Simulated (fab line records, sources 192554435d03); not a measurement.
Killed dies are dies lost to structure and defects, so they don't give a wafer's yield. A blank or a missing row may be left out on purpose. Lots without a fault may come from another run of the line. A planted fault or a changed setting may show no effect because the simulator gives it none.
Split-lot experiment | flow n5_finfet | 7 lots, 21 wafers read, on a route of 1938 steps

THE SPLIT
At N5_FIN_SAQP_HM_DEP_72 (deposits SiO2 from SiH4/N2O, target thk 12 nm, time 7.2 s), the setting time_s was moved away from the recipe's 7.2 s on 5 of the 21 wafers read, by -10.2% to +12.9%. The other wafers ran this setting at the recipe's value.

FROM THE SPLIT TO THE READING: what the file shows between them, 4 steps
- N5_FIN_SAQP_COAT_49: time 60 s, resist thk 100 nm
- N5_FIN_SAQP_COAT_50: time 60 s, resist thk 35 nm
- N5_FIN_SAQP_ETCH_52: etches SOC in N2/H2, target depth 100 nm, overetch 20 nm, time 150 s
- N5_FIN_SAQP_STRIP_53: strips in N2/H2

THE READING
etch.depth_nm (the simulator's own value, which no gauge read), in nm, at N5_FIN_SAQP_HM_OPEN_73 (chemistry CHF3/O2, target SiO2, stops on a-Si, target depth 12 nm, time 16.8 s). The file gives no usual value for it. The 16 wafers here that ran the recipe average 11.98 nm, standard deviation 0.21 nm.

wafer  | tool, chamber at the split | time_s as run, s | against the recipe | etch.depth_nm, nm | against lot-mates on the recipe
L083.1 | pecvd-01, 0                | 6.883            | -4.4%              | 11.26             | -0.50
L083.3 | pecvd-01, 1                | 7.2              | recipe             | 11.76             | -
L083.4 | pecvd-01, 2                | 6.883            | -4.4%              | 11.27             | -0.49
L085.2 | pecvd-01, 0                | 7.2              | recipe             | 12.03             | -
L085.3 | pecvd-01, 2                | 7.2              | recipe             | 11.67             | -
L085.6 | pecvd-01, 1                | 7.2              | recipe             | 11.94             | -
L089.4 | pecvd-03, 1                | 7.2              | recipe             | 12.24             | -
L089.5 | pecvd-03, 0                | 7.2              | recipe             | 12.48             | -
L089.6 | pecvd-03, 2                | 7.2              | recipe             | 12.06             | -
L090.1 | pecvd-04, 0                | 7.2              | recipe             | 12.07             | -
L090.2 | pecvd-04, 1                | 7.2              | recipe             | 11.93             | -
L090.5 | pecvd-04, 0                | 7.2              | recipe             | 12.25             | -
L092.1 | pecvd-01, 2                | 7.2              | recipe             | 11.79             | -
L092.2 | pecvd-01, 1                | 7.2              | recipe             | 11.94             | -
L092.5 | pecvd-01, 0                | 7.2              | recipe             | 11.85             | -
L094.1 | pecvd-03, 0                | 6.465            | -10.2%             | 10.92             | -1.12
L094.4 | pecvd-03, 1                | 7.2              | recipe             | 12.04             | -
L094.5 | pecvd-03, 2                | 6.465            | -10.2%             | 10.91             | -1.13
L095.2 | pecvd-01, 2                | 8.127            | +12.9%             | 13.23             | +1.41
L095.4 | pecvd-01, 2                | 7.2              | recipe             | 11.92             | -
L095.6 | pecvd-01, 0                | 7.2              | recipe             | 11.71             | -

THE FIT
A straight line over all 21 wafers: etch.depth_nm changes by +0.106 nm for each +1% of time_s; r = +0.92; the points scatter about the line by 0.21 nm.
The same after taking each lot's own level away (the mean of its wafers on the recipe; 21 wafers): +0.11 nm for each +1%; r = +0.98; scatter 0.11 nm.
On that fit, the largest move of time_s shifts the reading by 1.4 nm.
The lots' own levels span 11.760 to 12.260 nm, that is 2.4 times the standard deviation above.
So the lot-to-lot level changes the slope little: the two slopes agree.
Check: with one of the wafers moved furthest among these (+12.9%) left out of the fit, the line predicts +1.42 nm for it against its lot-mates. It came out at +1.41 nm against them.

THE WHOLE CHAIN: every reading that the file lists as answering this split, in the file's order
step                   | what it does                                                                   | reading                                                                            | change (the file's fit)              | r (the file's)
N5_FIN_SAQP_HM_DEP_72  | deposits SiO2 from SiH4/N2O, target thk 12 nm, time 7.2 s                      | SiO2_of_FIN_SAQP_HM_DEP_72.thk_nm (the simulator's own value, which no gauge read) | +0.11 nm for each +1% of the setting | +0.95
N5_FIN_SAQP_HM_OPEN_73 | chemistry CHF3/O2, target SiO2, stops on a-Si, target depth 12 nm, time 16.8 s | etch.depth_nm (the simulator's own value, which no gauge read)                     | +0.11 nm for each +1% of the setting | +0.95

THE FILE'S OWN FIT
etch.depth_nm changes by +0.11 nm for each +1% of time_s, r = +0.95.
